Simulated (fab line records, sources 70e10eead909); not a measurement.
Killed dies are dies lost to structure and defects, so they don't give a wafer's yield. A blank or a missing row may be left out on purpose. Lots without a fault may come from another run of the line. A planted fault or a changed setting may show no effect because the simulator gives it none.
Which tool did it? | flow nand_harc | 11 lots, 30 wafers sampled, at 5 steps of a route of 1159

WHAT THE GAUGES READ, wafer by wafer
NHARC_END_SORT_01. Usual: killed_at_array 27, standard deviation 11; killed_at_other 0.7, standard deviation 1.1; killed_at_periphery 3.6, standard deviation 2.4; killed_dies 32, standard deviation 11; killed_open 3.3, standard deviation 1.8; killed_short 2.1, standard deviation 1.5.
lot  | measured     | on        | killed_at_array | killed_at_other | killed_at_periphery | killed_dies | killed_open | killed_short | flag
L332 | day 22 22:17 | prober-02 | 233 48          | 2 1             | 3 6                 | 238 55      | 3 2         | 1 4          | OFF
L333 | day 24 00:59 | prober-01 | 192 14          | 0 0             | 4 0                 | 196 14      | 5 2         | 1 2          | OFF
L335 | day 24 13:27 | prober-02 | 275 46          | 0 6             | 4 3                 | 279 55      | 3 3         | 2 1          | OFF

WHICH TOOL RAN EACH LOT (tool, then ch and the chambers of the sampled wafers, then the start)
lot  | NHARC_A_STAIRCASE_ETCH_170                    | NHARC_A_STAIRCASE_DESCUM_11        | NHARC_A_STAIRCASE_TRIM_16          | NHARC_A_STAIRCASE_TRIM_22
L316 | rie_diel-05 ch 1,2,3, day 10 16:55 or earlier | rie_diel-08 ch 1,2,3, day 10 16:55 | rie_diel-08 ch 1,2,3, day 10 17:35 | rie_diel-13 ch 1,2, no start
L317 | rie_diel-05 ch 0,3, day 11 05:14 or earlier   | rie_diel-08 ch 0,3, day 11 05:14   | rie_diel-08 ch 0,2,3, day 11 05:49 | rie_diel-08 ch 1,2,3, no start
L318 | rie_diel-08 ch 1,2, day 11 05:39 or earlier   | rie_diel-05 ch 0,1,2, day 11 05:39 | rie_diel-05 ch 0,1,3, day 11 06:12 | rie_diel-05 ch 0,3, no start
L320 | rie_diel-13 ch 1,2, day 11 12:55 or earlier   | rie_diel-05 ch 0,1, day 11 12:55   | rie_diel-05 ch 0,2,3, day 11 13:38 | rie_diel-08 ch 0,1,3, no start
L324 | rie_diel-05 ch 0,1,3, day 12 14:17 or earlier | rie_diel-05 ch 0,2,3, day 12 14:17 | rie_diel-05 ch 0,1, day 12 14:56   | rie_diel-08 ch 1,2, no start
L323 | rie_diel-08 ch 0,1,3, day 12 14:26 or earlier | rie_diel-08 ch 0,1,2, day 12 14:26 | rie_diel-08 ch 1,2,3, day 12 15:55 | rie_diel-05 ch 0,1,3, no start
L328 | rie_diel-05 ch 2,3, day 14 03:14 or earlier   | rie_diel-08 ch 0,1,2, day 14 03:14 | rie_diel-08 ch 1,3, day 14 03:47   | rie_diel-05 ch 1,2,3, no start
L332 | rie_diel-08 ch 0,3, day 14 10:04 or earlier   | rie_diel-05 ch 0,1, day 14 10:04   | rie_diel-05 ch 1,3, day 14 12:09   | rie_diel-05 ch 1,2, day 22 22:17 or earlier
L333 | rie_diel-05 ch 0,2, day 15 00:11 or earlier   | rie_diel-05 ch 1,2, day 15 00:11   | rie_diel-05 ch 0,3, day 15 00:45   | rie_diel-05 ch 0,1, day 24 00:59 or earlier
L335 | rie_diel-05 ch 2,3, day 15 15:42 or earlier   | rie_diel-05 ch 2, day 15 15:42     | rie_diel-05 ch 1,2, day 15 16:17   | rie_diel-05 ch 1,3, day 24 13:27 or earlier
L338 | rie_diel-08 ch 2,3, day 16 14:26 or earlier   | rie_diel-08 ch 0,3, day 16 14:26   | rie_diel-08 ch 0,3, day 16 14:58   | rie_diel-13 ch 0,1,2, no start
- NHARC_A_STAIRCASE_ETCH_170: etches the open film in C4F6/O2, target depth 200 nm, time 66.667 s.
- NHARC_A_STAIRCASE_DESCUM_11: chemistry O2, time 3 s.
- NHARC_A_STAIRCASE_TRIM_16: chemistry O2, time 211.2 s.
- NHARC_A_STAIRCASE_TRIM_22: chemistry O2, time 211.2 s.

WHAT THE TOOLS THEMSELVES READ (means of the sampled wafers that have a number; where no wafer has one, the mark that the record gives instead)
NHARC_A_STAIRCASE_ETCH_170. Usual: drypump_motor_current_A 5.7 A, standard deviation 0.47; o2_flow_sccm 20.01 sccm, standard deviation 0.053; oes_product_au 0.967 a.u., standard deviation 0.018; rf_fwd_power_W 595.3 W, standard deviation 2.1; rf_vpp_V 544.5 V, standard deviation 2.9; showerhead_plenum_p_Torr 3.81 Torr, standard deviation 0.14; throttle_valve_pct 26.903 %, standard deviation 0.01.
lot  | tool        | drypump_motor_current_A (A) | o2_flow_sccm (sccm) | oes_product_au (a.u.) | rf_fwd_power_W (W) | rf_vpp_V (V) | showerhead_plenum_p_Torr (Torr) | throttle_valve_pct (%) | flag
L316 | rie_diel-05 | 6.1                         | 19.98               | 0.989                 | 594.2              | 547.9        | 3.93                            | 26.904                 |
L317 | rie_diel-05 | 5.6                         | 19.97               | 0.979                 | 592.8              | 544.8        | 3.80                            | 26.900                 |
L318 | rie_diel-08 | 5.7                         | 20.03               | 0.964                 | 596.5              | 542.8        | 3.72                            | 26.896                 |
L320 | rie_diel-13 | 5.3                         | 20.04               | 0.968                 | 594.3              | 545.5        | 3.85                            | 26.891                 |
L324 | rie_diel-05 | 5.9                         | 20.05               | 0.951                 | 596.5              | 546.6        | 3.90                            | 26.902                 |
L323 | rie_diel-08 | 5.6                         | 19.97               | 0.962                 | 595.6              | 541.7        | 3.71                            | 26.911                 |
L328 | rie_diel-05 | 5.9                         | 20.05               | 0.972                 | 594.0              | 544.1        | 3.81                            | 26.902                 |
L332 | rie_diel-08 | 5.4                         | 20.00               | 0.969                 | 593.3              | 542.4        | 3.71                            | 26.896                 |
L333 | rie_diel-05 | 5.8                         | 20.01               | 0.981                 | 596.2              | 543.7        | 3.79                            | 26.895                 |
L335 | rie_diel-05 | 5.9                         | 20.00               | 0.975                 | 594.3              | 544.4        | 3.80                            | 26.896                 |
L338 | rie_diel-08 | 5.1                         | 20.06               | 0.971                 | 595.8              | 542.4        | 3.70                            | 26.898                 |

NHARC_A_STAIRCASE_DESCUM_11. Usual: drypump_motor_current_A 5.7 A, standard deviation 0.48; o2_flow_sccm 200.1 sccm, standard deviation 0.61; oes_product_au 1.004 a.u., standard deviation 0.014; rf_vpp_V 57.5 V, standard deviation 0.81; showerhead_plenum_p_Torr 1.86 Torr, standard deviation 0.076; throttle_valve_pct 11.312 %, standard deviation 0.0093.
lot  | tool        | drypump_motor_current_A (A) | o2_flow_sccm (sccm) | oes_product_au (a.u.) | rf_vpp_V (V) | showerhead_plenum_p_Torr (Torr) | throttle_valve_pct (%) | flag
L316 | rie_diel-08 | 5.4                         | 200.3               | 1.001                 | 57.9         | 1.80                            | 11.315                 |
L317 | rie_diel-08 | 5.3                         | 199.9               | 1.018                 | 57.1         | 1.80                            | 11.311                 |
L318 | rie_diel-05 | 6.0                         | 199.4               | 0.992                 | 57.2         | 1.91                            | 11.310                 |
L320 | rie_diel-05 | 5.8                         | 199.9               | 0.997                 | 56.8         | 1.90                            | 11.321                 |
L324 | rie_diel-05 | 5.8                         | 199.8               | 1.000                 | 57.4         | 1.85                            | 11.315                 |
L323 | rie_diel-08 | 5.5                         | 200.4               | 1.013                 | 57.1         | 1.82                            | 11.315                 |
L328 | rie_diel-08 | 5.5                         | 199.6               | 0.995                 | 58.1         | 1.81                            | 11.303                 |
L332 | rie_diel-05 | 6.0                         | 200.3               | 1.002                 | 58.0         | 1.92                            | 11.308                 |
L333 | rie_diel-05 | 6.3                         | 200.4               | 1.005                 | 58.7         | 1.94                            | 11.318                 |
L335 | rie_diel-05 | 6.1                         | 199.9               | 1.011                 | 57.3         | 1.86                            | 11.319                 |
L338 | rie_diel-08 | 5.4                         | 199.6               | 0.998                 | 56.5         | 1.80                            | 11.309                 |

NHARC_A_STAIRCASE_TRIM_16. Usual: drypump_motor_current_A 5.8 A, standard deviation 0.48; o2_flow_sccm 499.9 sccm, standard deviation 1.5; oes_product_au 1.004 a.u., standard deviation 0.014; rf_vpp_V 57.6 V, standard deviation 0.95; showerhead_plenum_p_Torr 3.44 Torr, standard deviation 0.13; throttle_valve_pct 17.035 %, standard deviation 0.0093.
lot  | tool        | drypump_motor_current_A (A) | o2_flow_sccm (sccm) | oes_product_au (a.u.) | rf_vpp_V (V) | showerhead_plenum_p_Torr (Torr) | throttle_valve_pct (%) | flag
L316 | rie_diel-08 | 5.4                         | 499.5               | 1.008                 | 57.2         | 3.34                            | 17.039                 |
L317 | rie_diel-08 | 5.2                         | 499.8               | 1.001                 | 58.1         | 3.35                            | 17.042                 |
L318 | rie_diel-05 | 5.9                         | 499.1               | 1.005                 | 57.7         | 3.51                            | 17.038                 |
L320 | rie_diel-05 | 5.8                         | 500.7               | 0.997                 | 57.5         | 3.42                            | 17.039                 |
L324 | rie_diel-05 | 6.1                         | 502.0               | 1.001                 | 58.6         | 3.60                            | 17.029                 |
L323 | rie_diel-08 | 5.4                         | 500.1               | 1.006                 | 57.4         | 3.33                            | 17.032                 |
L328 | rie_diel-08 | 5.8                         | 500.5               | 1.014                 | 56.7         | 3.31                            | 17.032                 |
L332 | rie_diel-05 | 6.1                         | 500.1               | 1.105                 | 60.0         | 3.56                            | 17.038                 | OFF
L333 | rie_diel-05 | 5.6                         | 502.4               | 1.115                 | 57.1         | 3.40                            | 17.029                 | OFF
L335 | rie_diel-05 | 6.3                         | 501.1               | 1.138                 | 57.3         | 3.56                            | 17.041                 | OFF
L338 | rie_diel-08 | 5.3                         | 500.5               | 1.015                 | 57.2         | 3.31                            | 17.043                 |

NHARC_A_STAIRCASE_TRIM_22. Usual: drypump_motor_current_A 5.8 A, standard deviation 0.47; o2_flow_sccm 500.0 sccm, standard deviation 1.5; oes_product_au 1.001 a.u., standard deviation 0.014; rf_vpp_V 57.5 V, standard deviation 0.86; showerhead_plenum_p_Torr 3.45 Torr, standard deviation 0.14; throttle_valve_pct 17.036 %, standard deviation 0.0097.
lot  | tool        | drypump_motor_current_A (A) | o2_flow_sccm (sccm) | oes_product_au (a.u.) | rf_vpp_V (V) | showerhead_plenum_p_Torr (Torr) | throttle_valve_pct (%) | flag
L316 | rie_diel-13 | 5.7                         | 500.8               | 0.994                 | 57.6         | 3.46                            | 17.042                 |
L317 | rie_diel-08 | 5.5                         | 499.1               | 1.001                 | 56.8         | 3.33                            | 17.026                 |
L318 | rie_diel-05 | 5.5                         | 501.4               | 0.994                 | 57.5         | 3.41                            | 17.040                 |
L320 | rie_diel-08 | 5.6                         | 500.0               | 1.030                 | 56.9         | 3.34                            | 17.036                 |
L324 | rie_diel-08 | 5.3                         | 501.5               | 0.994                 | 56.9         | 3.35                            | 17.033                 |
L323 | rie_diel-05 | 5.9                         | 500.5               | 0.999                 | 57.5         | 3.51                            | 17.044                 |
L328 | rie_diel-05 | 6.1                         | 500.8               | 1.002                 | 57.8         | 3.52                            | 17.038                 |
L332 | rie_diel-05 | 6.3                         | 499.4               | 0.997                 | 58.0         | 3.57                            | 17.027                 |
L333 | rie_diel-05 | 6.0                         | 500.1               | 1.001                 | 57.1         | 3.54                            | 17.034                 |
L335 | rie_diel-05 | 6.1                         | 500.6               | 1.007                 | 58.3         | 3.55                            | 17.023                 |
L338 | rie_diel-13 | 5.7                         | 499.3               | 0.989                 | 57.1         | 3.41                            | 17.041                 |

THE ANSWER, worked out from the rows above alone
Rule: a lot is off if the mean of its wafers that have a number lies more than 3 standard deviations from the usual mean. A lot without any number at a reading at which 4 lots or more have one is off too. The other lots that the step has rows for count as sound. The gauges are gone through in route order, then the tools' own readings, and for those a lot's mean is taken as printed above. The first step at which some lot is off is used, and at that step the reading that is off furthest; a lot without a number counts as furthest.
Off: L332, L333, L335, at NHARC_END_SORT_01 (killed_dies). Neither off nor sound, because the step has no rows for them: L316, L317, L318, L320, L324, L323, L328, L338.
A tool fits if, at a process step before that reading, it ran every lot that is off, and no sound lot after the first of them. The gauges at NHARC_END_SORT_01 aren't tried: what is off there is off at NHARC_A_STAIRCASE_TRIM_16 too, on other tools, and a gauge's error can't cause that. NHARC_A_STAIRCASE_ETCH_170 gives no start for some lots, so the hours and the order of its lots are those of NHARC_A_STAIRCASE_DESCUM_11. NHARC_A_STAIRCASE_TRIM_22 gives no start for some lots, so the hours and the order of its lots are those of NHARC_END_SORT_01. One fits: rie_diel-05 at NHARC_A_STAIRCASE_DESCUM_11 and NHARC_A_STAIRCASE_TRIM_16 and NHARC_A_STAIRCASE_TRIM_22. It ran no sound lot before its first lot that is off in this sample, so the start can't be narrowed down.

WHAT THE SIMULATOR HAD PUT IN
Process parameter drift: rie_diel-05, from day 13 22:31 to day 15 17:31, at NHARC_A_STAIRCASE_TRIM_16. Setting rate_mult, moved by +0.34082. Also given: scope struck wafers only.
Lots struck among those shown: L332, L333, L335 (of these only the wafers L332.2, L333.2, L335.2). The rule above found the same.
